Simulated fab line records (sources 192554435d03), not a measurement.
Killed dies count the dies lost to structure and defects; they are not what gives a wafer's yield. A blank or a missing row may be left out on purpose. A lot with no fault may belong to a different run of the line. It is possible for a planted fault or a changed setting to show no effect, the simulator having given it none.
Which tool is to blame? ; flow n5 finfet ; 27 wafers from 10 lots sampled at 4 of the route's 1938 steps

WHAT THE GAUGES SHOWED, per wafer
N5_MOL_CONTACT_COAG_THK_MEAS_29.
lot;measured;on;MD_CAP_THK (nm)
L628;day 5 08:16;film metro-01;18.04 17.86 17.90
L630;day 5 22:11;film metro-02;17.94 17.79 17.89
L631;day 6 02:16;film metro-01;17.84 17.76 17.91
L633;day 6 13:12;film metro-02;17.79 17.89 17.85
L636;day 7 08:35;film metro-01;17.98 17.94
L637;day 7 18:22;film metro-02;17.81 17.97
L640;day 8 06:46;film metro-01;18.03 17.89
L641;day 8 14:30;film metro-02;18.06 17.94 17.95
L648;day 10 11:52;film metro-01;17.94 17.87 17.79
L650;day 10 21:38;film metro-01;17.84 17.98 18.00

EACH LOT AND THE TOOL THAT RAN IT (in order: tool; ch and the chambers of the sampled wafers; start)
lot;N5_MOL_CONTACT_COAG_ETCH_59;N5_MOL_CONTACT_COAG_TI_SIL_19;N5_MOL_CONTACT_COAG_ALD_27
L628;rie diel-03 ch 0,1, day 5 00:19;pvd sputter-02, day 5 02:15;ald sin-02 ch 2,3, day 5 06:24
L630;rie diel-04 ch 1,2, day 5 10:45;pvd sputter-01, day 5 11:37;ald sin-03 ch 0,1, day 5 20:20
L631;rie diel-03 ch 0,1,3, day 5 17:22;pvd sputter-01, day 5 19:10;ald sin-03 ch 0,1,3, day 6 00:24
L633;rie diel-01 ch 0,1,3, day 6 03:13;pvd sputter-01, day 6 04:01;ald sin-02 ch 1,2,3, day 6 11:20
L636;rie diel-03 ch 1,2, day 6 23:13;pvd sputter-03, day 7 00:02;ald sin-03 ch 0, day 7 06:44
L637;rie diel-04 ch 0,3, day 7 03:09;pvd sputter-03, day 7 05:39;ald sin-03 ch 0,1, day 7 16:31
L640;rie diel-01 ch 1,3, day 7 22:31;pvd sputter-02, day 8 00:12;ald sin-03 ch 0,2, day 8 04:54
L641;rie diel-03 ch 0,3, day 8 05:14;pvd sputter-01, day 8 06:05;ald sin-01 ch 1,2, day 8 12:38
L648;rie diel-01 ch 1,3, day 9 23:09;pvd sputter-03, day 9 23:58;ald sin-02 ch 0,1,2, day 10 09:52
L650;rie diel-01 ch 1,2,3, day 10 11:51;pvd sputter-01, day 10 14:05;ald sin-02 ch 1,2,3, day 10 19:46
- N5_MOL_CONTACT_COAG_ETCH_59: etches underlayer in N2/H2, target depth 13 nm, time 10.4 s.
- N5_MOL_CONTACT_COAG_TI_SIL_19: material Ti, target thk 4.2 nm, time 15 s.
- N5_MOL_CONTACT_COAG_ALD_27: deposits SiOC, target thk 17 nm, pulse time 1.5 s, time 2720 s.

THE ANSWER, worked out from the rows above alone
Rule: the usual values come from the lots themselves. Put in order of their means at a reading, lots are off if they are a third of the lots or fewer, leave a main group of 4 or more, and stand apart from it by a gap of 3 or more times the standard deviation of the main group's means; of several such gaps the widest counts. The tables above print the reading to a certain number of digits; a main group whose means all agree to those digits is not used. Also off: a lot with no number at a reading for which 4 or more lots have one. Where the step has rows for the other lots, those lots are counted as sound.
None of the lots is off at any reading shown; this tells nothing.

WHAT THE SIMULATOR HAD PUT IN
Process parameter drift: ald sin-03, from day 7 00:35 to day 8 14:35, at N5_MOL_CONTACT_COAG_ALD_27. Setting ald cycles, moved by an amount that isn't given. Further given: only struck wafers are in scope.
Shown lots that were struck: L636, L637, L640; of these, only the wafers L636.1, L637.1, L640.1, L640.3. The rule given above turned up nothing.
